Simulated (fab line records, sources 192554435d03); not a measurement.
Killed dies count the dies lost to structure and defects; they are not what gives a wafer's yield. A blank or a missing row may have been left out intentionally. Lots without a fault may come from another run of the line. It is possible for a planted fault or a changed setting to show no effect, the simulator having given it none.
2 desks looking at one fault | flow n5-finfet | only its own numbers are on each desk; what lay behind them is given at the end

== AT THE METROLOGY DESK ==
What the gauges read for every lot (on any tool): the sampled wafers with a number, averaged. Any lot whose mean is over 4 standard deviations away from the usual mean is out of limits and marked OUT; that distance is given in the brackets. Of its 10 readings 7 are shown: those that lie furthest out on some lot.
Columns: A = IOFF_N at N5_BEOL_M4_RC_MEAS_101, usual 0.18 nA/um; B = IOFF_P at N5_BEOL_M4_RC_MEAS_101, usual 0.23 nA/um; C = ION_N at N5_BEOL_M4_RC_MEAS_101, usual 682 uA/um; D = ION_P at N5_BEOL_M4_RC_MEAS_101, usual 467 uA/um; E = SS_N at N5_BEOL_M4_RC_MEAS_101, usual 71.7 mV/dec; F = VT_N at N5_BEOL_M4_RC_MEAS_101, usual 248 mV; G = VT_P at N5_BEOL_M4_RC_MEAS_101, usual -249 mV
lot  | first seen here | A    | B    | C   | D   | E    | F   | G
L223 | day 8 01:06     | 0.22 | 0.26 | 697 | 473 | 72.6 | 245 | -247
L224 | day 8 14:53     | 0.11 | 0.16 | 658 | 450 | 70.6 | 254 | -255
L228 | day 9 13:36     | 0.17 | 0.21 | 664 | 450 | 71.7 | 250 | -251
L235 | day 11 16:10    | 0.19 | 0.24 | 692 | 473 | 72.2 | 246 | -248
L238 | day 11 23:19    | 0.16 | 0.22 | 693 | 478 | 71.2 | 248 | -247
L240 | day 12 08:43    | 0.14 | 0.20 | 671 | 466 | 71.7 | 251 | -250
L241 | day 12 17:45    | 0.14 | 0.20 | 680 | 468 | 71.2 | 249 | -249
L244 | day 13 08:25    | 0.18 | 0.22 | 684 | 466 | 71.3 | 249 | -249
L243 | day 13 14:47    | 0.21 | 0.30 | 692 | 477 | 72.3 | 245 | -242
This desk's finding: nothing out of limits on any of the 9 lots.

== FOR THE TOOL OWNER'S DESK: cmp-04 ==
The tool's own readings at N5_MOL_CONTACT_COAG_CMP_52 (polishes, stops on SiO2, t overpolish 1.5 s, target thk 66.5 nm): means of the sampled wafers that have a number, for each lot that ran on this tool. Any lot whose mean is over 4 standard deviations away from the usual mean is out of limits and marked OUT; that distance is given in the brackets.
Columns: A = motor-current-A at N5_MOL_CONTACT_COAG_CMP_52, usual 11.6 A; B = overpolish-run-s at N5_MOL_CONTACT_COAG_CMP_52, usual 1.499 s; C = platen-rpm at N5_MOL_CONTACT_COAG_CMP_52, usual 50.28 rpm; D = time-to-endpoint-s at N5_MOL_CONTACT_COAG_CMP_52, usual 12.1 s
lot  | first seen here | A    | B     | C               | D
L224 | day 5 18:17     | 12.7 | 1.499 | 50.30           | 10.1
L228 | day 6 22:31     | 13.8 | 1.494 | 50.26           | 12.8
L235 | day 8 15:56     | 11.8 | 1.503 | 50.94 (+18) OUT | 12.3
Finding of this desk: L235 out of limits; the first was L235 at day 8 15:56, on platen-rpm at N5_MOL_CONTACT_COAG_CMP_52. L224, L228 stayed within limits.

== ALL TOGETHER ==
The tool owner's desk could have raised an alarm at day 8 15:56, on L235.
From the metrology desk's view, nothing was out of limits.
The metrology desk holds a record of L235, inside its limits.
N5_MOL_CONTACT_COAG_CMP_52 was run on cmp-04 by each of the lots named.

== WHAT THE SIMULATOR PUT IN ==
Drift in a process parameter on cmp-04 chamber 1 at N5_MOL_CONTACT_COAG_CMP_52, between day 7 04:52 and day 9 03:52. From 50.289, the setting platen-rpm moved by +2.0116. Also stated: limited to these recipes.
Lots struck among those shown: L235.
Hours from the fault's start to each desk's first reading out of limits: the tool owner's desk, 35.
